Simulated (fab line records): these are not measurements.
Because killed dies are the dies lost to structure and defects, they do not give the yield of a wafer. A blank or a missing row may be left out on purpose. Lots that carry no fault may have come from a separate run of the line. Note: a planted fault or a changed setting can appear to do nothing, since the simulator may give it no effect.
Shared-tool check    flow n5_finfet    27 wafers sampled across 9 lots

## THE REASON FOR OPENING IT
At N5_BEOL_M4_THK_MEAS_01 the reading M4_ILD_THK is flagged on 3 of 9 lots. No-fault wafers: 79.2 nm, standard deviation 1.
Rule: a lot gets a flag if all its wafers with a number sit over 4 standard deviations from that mean, or if no wafer of it has a number. The rest of the lots are taken to be sound.

lot   measured      on             M4_ILD_THK (nm), wafer by wafer  flag
L899  day 10 07:32  film_metro-01  0.0 0.0 0.0                      FLAGGED
L900  day 11 00:32  film_metro-01  0.1 0.0 0.1                      FLAGGED
L901  day 11 04:11  film_metro-01  0.0 0.0 0.0                      FLAGGED
L904  day 11 13:57  film_metro-02  77.8 78.9 79.0                   
L905  day 11 16:36  film_metro-01  78.8 80.0 80.6                   
L906  day 11 19:38  film_metro-01  79.6 79.8 80.6                   
L907  day 12 14:34  film_metro-02  77.8 78.0 79.0                   
L908  day 12 20:13  film_metro-01  77.1 79.5 78.6                   
L910  day 13 01:32  film_metro-01  79.2 79.8 78.2                   
On average the flagged lots' numbers are 0.0 nm, which is -79.2 nm against the usual, or -79 standard deviations.

## WHICH TOOL RAN EACH LOT
The record holds 3 process steps before the reading, out of a route of 1938 steps. In each cell: the tool, then ch and the chambers that the sampled wafers went through, then the start.
lot   flag     N5_BEOL_M3_SPUTTER_92         N5_BEOL_M3_CMP_52              N5_BEOL_M4_ILD_DEP_00
L899  FLAGGED  pvd_sputter-01, day 10 05:53  cmp-02 ch 0,3, day 10 06:52    pecvd-03 ch 1,2, day 10 07:28
L900  FLAGGED  pvd_sputter-01, day 10 22:44  cmp-02 ch 0,1,3, day 10 23:43  pecvd-01 ch 0,1,2, day 11 00:28
L901  FLAGGED  pvd_sputter-01, day 11 02:25  cmp-02 ch 0,1,2, day 11 03:26  pecvd-04 ch 0,2, day 11 04:06
L904           pvd_sputter-01, day 11 12:17  cmp-02 ch 1,3, day 11 13:15    pecvd-04 ch 0,1,2, day 11 13:53
L905           pvd_sputter-03, day 11 14:59  cmp-02 ch 0,1, day 11 15:57    pecvd-03 ch 1,2, day 11 16:32
L906           pvd_sputter-02, day 11 18:01  cmp-02 ch 2,3, day 11 18:56    pecvd-01 ch 0,1,2, day 11 19:35
L907           pvd_sputter-01, day 12 12:52  cmp-02 ch 0,2,3, day 12 13:48  pecvd-04 ch 0,1, day 12 14:29
L908           pvd_sputter-01, day 12 18:37  cmp-01 ch 1,2, day 12 19:32    pecvd-03 ch 0,2, day 12 20:10
L910           pvd_sputter-01, day 12 23:54  cmp-02 ch 0,2, day 13 00:52    pecvd-01 ch 1,2, day 13 01:27
What is done by these steps:
- N5_BEOL_M3_SPUTTER_92: material Cu, target thk 4.5 nm, time 8.29 s.
- N5_BEOL_M3_CMP_52: polishes, stops on SiOC, t overpolish 6.8 s, target thk 40 nm.
- N5_BEOL_M4_ILD_DEP_00: deposits SiOC from DEMS/O2, target thk 79 nm, time 15.3 s.
- N5_BEOL_M4_THK_MEAS_01

## FLAGGED OVER TOTAL, TOOL BY TOOL (the gauges that took the reading come last)
step                    tool            lots run  flagged  share of the flagged lots  sound lots run after its first flagged lot
N5_BEOL_M3_SPUTTER_92   pvd_sputter-01  7         3        all                        4 (L904,L907,L908,L910)
N5_BEOL_M3_SPUTTER_92   pvd_sputter-02  1         0        none                       -
N5_BEOL_M3_SPUTTER_92   pvd_sputter-03  1         0        none                       -
N5_BEOL_M3_CMP_52       cmp-01          1         0        none                       -
N5_BEOL_M3_CMP_52       cmp-02          8         3        all                        5 (L904,L905,L906,L907,L910)
N5_BEOL_M4_ILD_DEP_00   pecvd-01        3         1        some                       2 (L906,L910)
N5_BEOL_M4_ILD_DEP_00   pecvd-03        3         1        some                       2 (L905,L908)
N5_BEOL_M4_ILD_DEP_00   pecvd-04        3         1        some                       2 (L904,L907)
N5_BEOL_M4_THK_MEAS_01  film_metro-01   7         3        all                        4 (L905,L906,L908,L910)
N5_BEOL_M4_THK_MEAS_01  film_metro-02   2         0        none                       -

## WHAT THE TABLE PERMITS
All flagged lots were run by 3 table rows, namely pvd_sputter-01 at N5_BEOL_M3_SPUTTER_92, cmp-02 at N5_BEOL_M3_CMP_52, film_metro-01 at N5_BEOL_M4_THK_MEAS_01.
- pvd_sputter-01 at N5_BEOL_M3_SPUTTER_92 ran 7 lots, 3 of them flagged. Lots that were sound ran on it after the first flagged one (L904, L907, L908, L910); a persistent fault on the entire tool would not allow that.
- cmp-02 at N5_BEOL_M3_CMP_52 ran 8 lots, 3 of them flagged. Lots that were sound ran on it after the first flagged one (L904, L905, L906, L907, L910); a persistent fault on the entire tool would not allow that.
- film_metro-01 at N5_BEOL_M4_THK_MEAS_01 ran 7 lots, 3 of them flagged. Lots that were sound ran on it after the first flagged one (L905, L906, L908, L910); a persistent fault on the entire tool would not allow that.
There is no row in the table that ran each flagged lot and no sound lot after the first.

## WHAT HAD BEEN PUT IN BY THE SIMULATOR
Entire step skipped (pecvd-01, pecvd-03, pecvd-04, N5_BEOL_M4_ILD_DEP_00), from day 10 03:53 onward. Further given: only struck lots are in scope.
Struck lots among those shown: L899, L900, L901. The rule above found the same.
